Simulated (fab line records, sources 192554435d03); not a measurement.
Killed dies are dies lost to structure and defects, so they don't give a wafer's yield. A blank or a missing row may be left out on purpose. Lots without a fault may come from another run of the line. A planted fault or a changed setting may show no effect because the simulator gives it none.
Chamber matching | flow n5_finfet | N5_HKMG_FIN_ETCH_35 on rie_diel-03: 4 sister chambers
The step etches SOC in N2/H2, target depth 215.8 nm, time 243.4 s. 16 wafers are shown with their chamber, then 8 later ones without.

WAFERS WITH THEIR CHAMBER
wafer  | chamber | throttle_valve_pct (%) | rf_vpp_V (V) | showerhead_plenum_p_Torr (Torr)
L074.2 | 2       | 17.99                  | 140.5        | 2.52
L074.3 | 1       | 18.24                  | 140.7        | 2.44
L074.4 | 2       | 17.97                  | 141.3        | 2.52
L076.1 | 1       | 18.26                  | 140.0        | 2.44
L076.2 | 3       | 17.90                  | 140.9        | 2.38
L076.5 | 1       | 18.23                  | 139.0        | 2.43
L079.1 | 2       | 17.53                  | 140.2        | 2.52
L079.4 | 2       | 17.54                  | 142.3        | 2.52
L079.6 | 0       | 17.86                  | 143.3        | 2.60
L080.2 | 0       | 17.89                  | 142.7        | 2.60
L080.4 | 2       | 17.53                  | 141.4        | 2.52
L080.5 | 0       | 17.85                  | 143.3        | 2.60
L081.1 | 3       | 17.43                  | 142.5        | 2.70
L081.2 | 0       | 17.87                  | 142.6        | 2.60
L081.3 | 1       | 18.27                  | 140.1        | 2.43
L081.4 | 2       | 17.54                  | 140.2        | 2.51

SIGNATURES (means of the wafers above)
reading                  | chamber 0 | chamber 1 | chamber 2 | chamber 3 | scatter within a chamber
throttle_valve_pct       | 17.8675   | 18.2500   | 17.6833   | 17.6650   | 0.177
rf_vpp_V                 | 142.975   | 139.950   | 140.983   | 141.700   | 0.745
showerhead_plenum_p_Torr | 2.6000    | 2.4350    | 2.5183    | 2.5400    | 0.0654
Rule: a wafer's distance from a chamber is the root of the sum, over the readings, of the square of ((its reading less the chamber's mean) divided by the reading's scatter). The wafer belongs to the nearest chamber; if the next one is less than 2 further off, it can't be placed. The scatter: the root of (the sum of the squares of (reading less its chamber's mean) over the shown wafers, divided by (wafers less chambers)).

WAFERS WITHOUT THEIR CHAMBER
wafer  | throttle_valve_pct (%) | rf_vpp_V (V) | showerhead_plenum_p_Torr (Torr)
L081.5 | 17.41                  | 142.4        | 2.70
L081.6 | 17.54                  | 141.5        | 2.52
L083.2 | 17.87                  | 142.5        | 2.60
L083.5 | 17.41                  | 143.7        | 2.70
L083.6 | 17.54                  | 141.2        | 2.51
L084.3 | 17.57                  | 140.3        | 2.51
L084.5 | 17.89                  | 142.3        | 2.59
L084.6 | 17.44                  | 142.3        | 2.70

WHICH CHAMBER EACH WENT THROUGH
wafer  | from the rows above          | in truth
L081.5 | can't be placed: 3 or 0 or 2 | 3
L081.6 | can't be placed: 3 or 2      | 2
L083.2 | can't be placed: 0 or 3 or 2 | 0
L083.5 | can't be placed: 0 or 3 or 2 | 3
L083.6 | can't be placed: 2 or 3      | 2
L084.3 | can't be placed: 2 or 3      | 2
L084.5 | can't be placed: 0 or 3 or 2 | 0
L084.6 | can't be placed: 3 or 0 or 2 | 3
Placed correctly: 0 of 8. Can't be placed from these rows: 8 (the true chamber is among the candidates in 8). Placed wrongly: 0.
